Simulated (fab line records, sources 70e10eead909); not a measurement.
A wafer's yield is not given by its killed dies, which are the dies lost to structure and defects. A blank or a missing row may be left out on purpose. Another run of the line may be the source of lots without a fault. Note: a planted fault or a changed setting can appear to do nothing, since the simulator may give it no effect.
fab line records | flow nand-harc
[record] lots = 6 | wafers = 16 | last-day = 24
route steps=1159 shown P_START@1 P_ZERO_WELL@2 END@1159
lots that met no fault: taken from a fault-free run of the same line
start-h: hours from the record's opening day to when the first of the lot's shown wafers began | wait-h: time in hours since the lot's previous step | " unchanged from the row above | L1.1+2: a single row standing in for several wafers | - no value, or no start was given | * or withheld: withheld | < > ~ a bound
route shown NAME@n: NAME is a module with steps in the file, n the number in the route of the first one | usual: the fault-free wafers' mean and standard deviation | same: alike in all rows | chamber/n: place in a boat | sites: each site's reading | _std_site: their standard deviation | _edge_site: outer sites' mean less inner sites' | radius-mm: for every site, how far away it sits from the centre of the wafer | mask NAME#n: copy n | behind: the last tool/chamber to shape the wafer | hold: cause of the lot's hold/its duration in hours/its outcome | device: names the non-switching transistor (n, p or np) | end of line: the route-end tests of the same wafers | a step without rows: its recipe alone | killed: dies that structure and defects cost at the first sort, which is not the same as the wafer's yield | map: the dies of a wafer, with x for killed, . for not killed, _ for no die there
set.NAME: setting as actually run; set.NAME@STEP: the setting as run at that earlier step | model.NAME: the simulator's own value behind a step, which no gauge read
lots seen at some steps along the route; tables by step, rows by wafer
services: when a tool's chamber went out of use (start-h, in hours from the record's first day, below 0 if earlier), for how many hours, and the reason
[[steps]]
[step NHARC_P_START_INSPECT_01]
[usual] raw-defect-count = 3.5/1.9
lot.wafer | tool              | chamber | start-h | wait-h | raw-defect-count
L130.1    | defect-inspect-02 | -       | 48.03   | -      | 0
L130.3    | "                 | -       | "       | "      | 4
L130.4    | "                 | -       | "       | "      | 8
L132.2    | defect-inspect-02 | -       | 60.04   | -      | 2
L132.4    | "                 | -       | "       | "      | 5
L132.5    | "                 | -       | "       | "      | 4
L135.1    | defect-inspect-01 | -       | 78.04   | -      | 3
L135.3    | "                 | -       | "       | "      | 3
L135.5    | "                 | -       | "       | "      | 4
L140.2    | defect-inspect-01 | -       | 108.04  | -      | 2
L140.3    | "                 | -       | "       | "      | 1
L140.4    | "                 | -       | "       | "      | 1
L145.4    | defect-inspect-01 | -       | 138.04  | -      | 2
L145.5    | "                 | -       | "       | "      | 3
L146.1    | defect-inspect-02 | -       | 144.04  | -      | 6
L146.5    | "                 | -       | "       | "      | 7
[step NHARC_P_ZERO_WELL_PRECLEAN_00]
[recipe] time-s = 600 | temp-c = 120 | chemistry = SPM
[step NHARC_P_ZERO_WELL_SRD_01]
[step NHARC_P_ZERO_WELL_PECVD_02]
[recipe] target-thk-a = 100 | temp-c = 400 | pressure-torr = 6.5 | rf-w = withheld | teos-flow-sccm = withheld | flow-sccm = 2650 | target-thk-nm = 10 | gas = O2 | material = SiO2
[step NHARC_P_ZERO_WELL_DEHYDRATE_03]
[recipe] temp-c = 150 | time-s = 120
[step NHARC_P_ZERO_WELL_HMDS_04]
[recipe] time-s = 30
[step NHARC_P_ZERO_WELL_COAT_64]
[recipe] temp-c = 200 | time-s = 65
[step NHARC_P_ZERO_WELL_COAT_05]
[recipe] spin-rpm = 2000 | resist-thk-nm = 600
[step NHARC_P_ZERO_WELL_SOFTBAKE_06]
[recipe] temp-c = 125 | time-s = 70
[step NHARC_P_ZERO_WELL_EBR_07]
[step NHARC_P_ZERO_WELL_EXPOSE_08]
[recipe] na = 0.55 | target-cd-nm = 500 | dose-mj = 33.8 | mask-id = P_ZERO
lot.wafer  | tool           | chamber | start-h | wait-h | mask
L130.1+3+4 | krf-scanner-01 | 0       | 48.97   | -      | P_ZERO#0
L132.2+4+5 | krf-scanner-04 | 0       | 61.00   | -      | P_ZERO#0
L135.1+3+5 | krf-scanner-01 | 0       | 78.97   | -      | P_ZERO#0
L140.2+3+4 | krf-scanner-02 | 0       | 108.96  | -      | P_ZERO#0
L145.4+5   | krf-scanner-01 | 0       | 139.10  | -      | P_ZERO#0
L146.1+5   | krf-scanner-01 | 0       | 144.97  | -      | P_ZERO#0
[step NHARC_P_ZERO_WELL_PEB_09]
[recipe] peb-temp-c = 128 | peb-time-s = 80
[step NHARC_P_ZERO_WELL_DEVELOP_10]
[recipe] time-s = 50 | dev-temp-c = 22
[step NHARC_P_ZERO_WELL_CD_MEAS_11]
[recipe] target-cd-nm = 500 | landing-energy-ev = 500
[usual] cd-nm = 500.3/1.2
lot.wafer | tool      | chamber | start-h | wait-h | cd-nm
L130.1    | cd-sem-01 | 0       | 49.12   | -      | 498.7
L130.3    | "         | 0       | "       | "      | 499.6
L130.4    | "         | 0       | "       | "      | 499.8
L132.2    | cd-sem-03 | 0       | 61.15   | -      | 498.4
L132.4    | "         | 0       | "       | "      | 498.8
L132.5    | "         | 0       | "       | "      | 500.6
L135.1    | cd-sem-01 | 0       | 79.12   | -      | 498.4
L135.3    | "         | 0       | "       | "      | 502.2
L135.5    | "         | 0       | "       | "      | 500.1
L140.2    | cd-sem-01 | 0       | 109.12  | -      | 498.3
L140.3    | "         | 0       | "       | "      | 498.5
L140.4    | "         | 0       | "       | "      | 500.3
L145.4    | cd-sem-01 | 0       | 139.24  | -      | 500.0
L145.5    | "         | 0       | "       | "      | 505.5
L146.1    | cd-sem-03 | 0       | 145.12  | -      | 500.6
L146.5    | "         | 0       | "       | "      | 505.1
[step NHARC_P_ZERO_WELL_HARDBAKE_12]
[recipe] temp-c = 118 | time-s = 65
[step NHARC_END_SORT_01]
[recipe] temp-c = 25
[usual] killed-at-array = 31/12 | killed-at-other = 0.6/0.85 | killed-at-periphery = 3.0/2.3 | killed-dies = 35/12 | killed-open = 3.2/1.9 | killed-short = 1.8/1.4
[same] gross-dies = 677
lot.wafer | tool      | chamber | start-h | wait-h | killed-at-array | killed-at-other | killed-at-periphery | killed-dies | killed-open | killed-short
L140.2    | prober-02 | 0       | 550.07  | 2.8    | 37              | 1               | 3                   | 41          | 2           | 3
L140.3    | prober-02 | 0       | 550.89  | 3.1    | 33              | 0               | 2                   | 35          | 2           | 3
L140.4    | prober-02 | 0       | 551.70  | 3.4    | 37              | 0               | 2                   | 39          | 4           | 2
L145.4    | prober-01 | 0       | 561.73  | 3.4    | 57              | 0               | 1                   | 58          | 4           | 1
L145.5    | prober-01 | 0       | 562.53  | 3.7    | 64              | 0               | 1                   | 65          | 1           | 1
L146.5    | prober-01 | 0       | 585.28  | 3.7    | 40              | 0               | 6                   | 46          | 4           | 2
// killed by level:class
L140.2 A_SLIT:chamber-film-flake=13 A_CHANNEL_HOLE_D1:chamber-film-flake=7 A_CONTACT:chamber-film-flake=7 A_STAIRCASE:chamber-film-flake=5 A_M1:geometric-particle:short=2 P_BONDPAD:chamber-film-flake=2 P_CONTACT:geometric-particle:open=1 A_WL_FILL:geometric-particle:short=1
L140.3 A_SLIT:chamber-film-flake=19 A_CHANNEL_HOLE_D1:chamber-film-flake=5 A_STAIRCASE:chamber-film-flake=3 A_CONTACT:chamber-film-flake=2 P_CONTACT:geometric-particle:short=1 P_CONTACT:geometric-particle:open=1 A_CHANNEL_FILL_D1:geometric-particle:open=1 A_CHANNEL_FILL_D1:geometric-particle:short=1
L140.4 A_SLIT:chamber-film-flake=18 A_CHANNEL_HOLE_D1:chamber-film-flake=7 A_CONTACT:chamber-film-flake=5 A_CONTACT:geometric-particle:open=2 P_CONTACT:geometric-particle:open=1 P_M1:geometric-particle:short=1 A_ONON_D1:geometric-particle:short=1 A_ONON_D1:geometric-particle:open=1
L145.4 A_CHANNEL_HOLE_D1:chamber-film-flake=24 A_SLIT:chamber-film-flake=16 A_STAIRCASE:chamber-film-flake=4 A_CONTACT:chamber-film-flake=4 A_CHANNEL_FILL_D1:chamber-film-flake=3 A_BONDPAD:chamber-film-flake=2 P_M2:geometric-particle:open=1 A_ONON_D1:geometric-particle:open=1
L145.5 A_CHANNEL_HOLE_D1:chamber-film-flake=28 A_SLIT:chamber-film-flake=23 A_STAIRCASE:chamber-film-flake=5 A_CONTACT:chamber-film-flake=3 A_CHANNEL_FILL_D1:chamber-film-flake=2 A_BONDPAD:chamber-film-flake=2 P_CONTACT:geometric-particle:short=1 A_CONTACT:geometric-particle:open=1
L146.5 A_SLIT:chamber-film-flake=19 A_CONTACT:chamber-film-flake=6 A_M1:chamber-film-flake=5 P_STI:chamber-film-flake=3 A_CONTACT:geometric-particle:open=2 P_ZERO_WELL:chamber-film-flake=2 A_CHANNEL_HOLE_D1:chamber-film-flake=2 A_STAIRCASE:chamber-film-flake=2
[[services]]
tool           | chamber | start-h | hours | kind
krf-scanner-02 | -       | 38.00   | 4.0   | pm
krf-scanner-01 | 0       | 67.63   | -     | calibration
krf-scanner-01 | -       | 85.31   | 4.0   | pm
krf-scanner-02 | 0       | 96.12   | -     | calibration
krf-scanner-04 | -       | 101.39  | 17.0  | repair
krf-scanner-04 | -       | 126.00  | 4.0   | pm
krf-scanner-01 | -       | 134.36  | 1.0   | repair
krf-scanner-04 | 0       | 136.53  | -     | calibration
[[key]]
[first-sign] step = NHARC_P_ZERO_WELL_CD_MEAS_11 | reading = cd-nm | direction = up | sigmas = 4.2 | usual = 500.3 | struck = 505.3
effect none on later readings
met-at NHARC_P_ZERO_WELL_EXPOSE_08
struck-wafers L145.5,L146.5
tester-left-out L145,L146
onset-between 78.97 139.10
[fault] kind = process-parameter-drift | tool = krf-scanner-01 | chamber = - | onset-h = 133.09 | steps = NHARC_P_ZERO_WELL_EXPOSE_08 | channel = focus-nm | offset = 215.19 | shape = step | end-h = 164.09 | scope = struck-wafers-only
// tester-left-out: of these lots the tester's yield and bins aren't shown, on N5 and GAA mostly nor the transistor test; their killed dies are dies lost to structure and defects alone, not to doping, threshold or leakage, so they don't give the yield
